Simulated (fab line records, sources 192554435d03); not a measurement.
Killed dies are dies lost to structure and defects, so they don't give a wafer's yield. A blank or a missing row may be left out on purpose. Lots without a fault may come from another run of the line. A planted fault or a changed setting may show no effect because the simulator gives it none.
Which tool did it? | flow n5_finfet | 6 lots, 16 wafers sampled, at 3 steps of a route of 1938

WHAT THE GAUGES READ, wafer by wafer
N5_BEOL_M5_THK_MEAS_53: measures by xrf.
lot  | measured     | on            | M5_THK (nm)
L543 | day 8 18:47  | film_metro-01 | 59.9 60.8 59.6
L546 | day 9 19:03  | film_metro-02 | 59.1 60.1 59.2
L549 | day 10 09:58 | film_metro-02 | 60.6 60.9 61.3
L555 | day 12 02:19 | film_metro-01 | 58.9 59.4
L558 | day 12 16:46 | film_metro-02 | 61.8 60.6
L565 | day 14 20:52 | film_metro-02 | 60.2 62.3 63.9

WHICH TOOL RAN EACH LOT (tool, then ch and the chambers of the sampled wafers, then the start)
lot  | N5_BEOL_M5_ANNEAL_49         | N5_BEOL_M5_SPUTTER_83
L543 | pvd_sputter-01, day 8 12:39  | pvd_sputter-01, day 8 14:44
L546 | pvd_sputter-01, day 9 10:39  | pvd_sputter-01, day 9 12:45
L549 | pvd_sputter-02, day 10 03:40 | pvd_sputter-02, day 10 05:46
L555 | pvd_sputter-01, day 11 21:13 | pvd_sputter-01, day 11 23:18
L558 | pvd_sputter-01, day 12 11:28 | pvd_sputter-01, day 12 13:33
L565 | pvd_sputter-03, day 14 15:30 | pvd_sputter-03, day 14 17:35
- N5_BEOL_M5_ANNEAL_49: time 1800 s.
- N5_BEOL_M5_SPUTTER_83: material Cu, target thk 15 nm, time 27.62 s.

THE ANSWER, worked out from the rows above alone
Rule: what is usual is taken from the lots themselves. Put in order of their means at a reading, lots are off if they are a third of the lots or fewer, leave a main group of 4 or more, and stand apart from it by a gap of 3 or more times the standard deviation of the main group's means; of several such gaps the widest counts. A main group whose means are all the same, to the digits that the tables above print for the reading, isn't used. A lot without any number at a reading at which 4 lots or more have one is off too. The other lots that the step has rows for count as sound.
No lot is off at any reading shown: from this, nothing can be told.

WHAT THE SIMULATOR HAD PUT IN
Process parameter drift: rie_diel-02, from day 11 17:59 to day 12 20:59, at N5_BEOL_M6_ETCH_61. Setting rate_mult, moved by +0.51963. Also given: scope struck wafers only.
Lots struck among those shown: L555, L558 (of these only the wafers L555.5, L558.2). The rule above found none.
